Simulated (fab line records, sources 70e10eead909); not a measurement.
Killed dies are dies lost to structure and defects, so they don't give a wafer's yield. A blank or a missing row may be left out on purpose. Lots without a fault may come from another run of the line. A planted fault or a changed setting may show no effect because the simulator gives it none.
Chamber matching | flow nand_harc | NHARC_A_WL_FILL_ALD_10 on ald_hk-03: 4 sister chambers
The step deposits SiO2, target thk 50 nm, pulse time 10 s, ald cycles 500. 7 wafers are shown with their chamber, then 7 later ones without.

WAFERS WITH THEIR CHAMBER
wafer  | chamber | heater_power_w (W) | precursor_pulse_height_rel
L080.3 | 3       | 495                | 0.995
L081.6 | 3       | 487                | 0.986
L089.2 | 1       | 502                | 0.989
L089.4 | 0       | 449                | 1.001
L089.5 | 2       | 373                | 0.983
L086.2 | 2       | 377                | 0.998
L086.3 | 1       | 526                | 0.996

WAFERS WITHOUT THEIR CHAMBER
wafer  | heater_power_w (W) | precursor_pulse_height_rel
L086.6 | 379                | 1.005
L092.1 | 461                | 0.985
L092.3 | 523                | 0.996
L092.4 | 495                | 1.033
L095.2 | 499                | 1.014
L095.3 | 388                | 0.989
L095.6 | 489                | 0.990

WHICH CHAMBER EACH WENT THROUGH
wafer  | from the rows above          | in truth
L086.6 | 2                            | 2
L092.1 | can't be placed: 0 or 3      | 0
L092.3 | 1                            | 1
L092.4 | can't be placed: 3 or 1 or 0 | 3
L095.2 | can't be placed: 1 or 3 or 0 | 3
L095.3 | 2                            | 2
L095.6 | 3                            | 3
Placed correctly: 4 of 7. Can't be placed from these rows: 3 (the true chamber is among the candidates in 3). Placed wrongly: 0.
How it was worked out, from the rows above alone: a wafer's distance from a chamber is the root of the sum, over the readings, of the square of ((its reading less the chamber's mean) divided by the reading's scatter). The wafer belongs to the nearest chamber; if the next one is less than 2 further off, it can't be placed. A chamber's mean is the mean of its shown wafers. The scatter: the root of (the sum of the squares of (reading less its chamber's mean) over the shown wafers, divided by (wafers less chambers)).
